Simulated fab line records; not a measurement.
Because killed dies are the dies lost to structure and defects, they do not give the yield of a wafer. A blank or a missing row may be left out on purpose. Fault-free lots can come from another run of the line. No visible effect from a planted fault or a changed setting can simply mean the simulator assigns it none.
Matching of chambers :: flow n5-finfet :: rie-diel-01 running N5_HKMG_FIN_DESCUM_53: 4 sister chambers
The step chemistry O2, time 7.9 s. 4 wafers are shown with their chamber, then 9 later ones without.

EACH WAFER AND ITS CHAMBER
wafer: L082.2
chamber: 2
drypump-motor-current-A (A): 5.0

wafer: L091.3
chamber: 1
drypump-motor-current-A (A): 5.2

wafer: L091.5
chamber: 0
drypump-motor-current-A (A): 6.4

wafer: L091.6
chamber: 3
drypump-motor-current-A (A): 5.3

WAFERS WHOSE CHAMBER IS MISSING
wafer: L094.1
drypump-motor-current-A (A): 5.3

wafer: L094.2
drypump-motor-current-A (A): 5.2

wafer: L094.5
drypump-motor-current-A (A): 5.2

wafer: L095.2
drypump-motor-current-A (A): 4.9

wafer: L095.3
drypump-motor-current-A (A): 5.3

wafer: L095.4
drypump-motor-current-A (A): 6.4

wafer: L096.2
drypump-motor-current-A (A): 5.2

wafer: L096.3
drypump-motor-current-A (A): 6.4

wafer: L096.4
drypump-motor-current-A (A): 5.3

CHAMBER TAKEN BY EACH
wafer: L094.1
from the rows above: 3
in truth: 3

wafer: L094.2
from the rows above: 1
in truth: 1

wafer: L094.5
from the rows above: 1
in truth: 1

wafer: L095.2
from the rows above: 2
in truth: 2

wafer: L095.3
from the rows above: 3
in truth: 3

wafer: L095.4
from the rows above: 0
in truth: 0

wafer: L096.2
from the rows above: 1
in truth: 1

wafer: L096.3
from the rows above: 0
in truth: 0

wafer: L096.4
from the rows above: 3
in truth: 3
Correctly placed: 9 of 9. Left unplaced by these rows: 0. Wrongly placed: 0.
How it was worked out, from the rows above alone: a wafer's distance from a chamber is the root of the sum, over the readings, of the square of ((its reading less the chamber's mean) divided by the reading's scatter). If the next closest chamber is less than 2 further off than the closest, the wafer can't be placed; otherwise it belongs to the closest. A chamber's mean is the mean of its shown wafers. The scatter: with one shown wafer a chamber, the root of the mean of the squares of how far each hidden wafer lies from its nearest shown one.
